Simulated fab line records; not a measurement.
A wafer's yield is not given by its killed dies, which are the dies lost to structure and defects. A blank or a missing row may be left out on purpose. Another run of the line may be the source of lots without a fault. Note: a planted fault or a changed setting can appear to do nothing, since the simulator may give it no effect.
Matching of chambers ; flow n5-finfet ; uv-cure-03 running N5_BEOL_M8_CURE_74: 3 sister chambers
The step cures SiCOH lowk, time 240 s. 6 wafers are shown with their chamber, then 7 later ones without.

== EACH WAFER AND ITS CHAMBER ==
wafer;chamber;wafer_temp_C_max;lamp-power-pct (%)
L076.3;2;388.1;52.26
L076.4;2;387.9;52.32
L081.4;0;386.6;52.33
L081.5;0;386.2;52.30
L084.3;1;386.7;52.24
L084.5;1;386.5;52.37

== WAFERS MISSING THEIR CHAMBER ==
wafer;wafer_temp_C_max;lamp-power-pct (%)
L084.6;386.9;52.19
L094.2;387.3;52.22
L094.3;387.0;52.37
L094.5;386.4;52.39
L096.1;387.4;52.35
L096.4;387.6;52.22
L096.6;388.0;52.26

== WHICH CHAMBER EACH WENT THROUGH ==
wafer;from the rows above;in truth
L084.6;can't be placed: 1 or 0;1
L094.2;can't be placed: 2 or 1 or 0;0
L094.3;can't be placed: 1 or 0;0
L094.5;can't be placed: 0 or 1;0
L096.1;can't be placed: 2 or 1 or 0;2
L096.4;2;2
L096.6;2;2
Correctly placed: 2 of 7. Unplaceable from these rows: 5, with the true chamber sitting among the candidates in 5. 0 placed wrongly.
How it was worked out, from the rows above alone: a wafer's distance from a chamber is the root of the sum, over the readings, of the square of ((its reading less the chamber's mean) divided by the reading's scatter). The wafer belongs to the nearest chamber; if the next one is less than 2 further off, it can't be placed. Each chamber's mean is taken over the wafers shown for it. How the scatter is found: for the shown wafers, subtract from each reading the mean of its chamber, square and add these, divide the total by (wafers less chambers), then take the root.
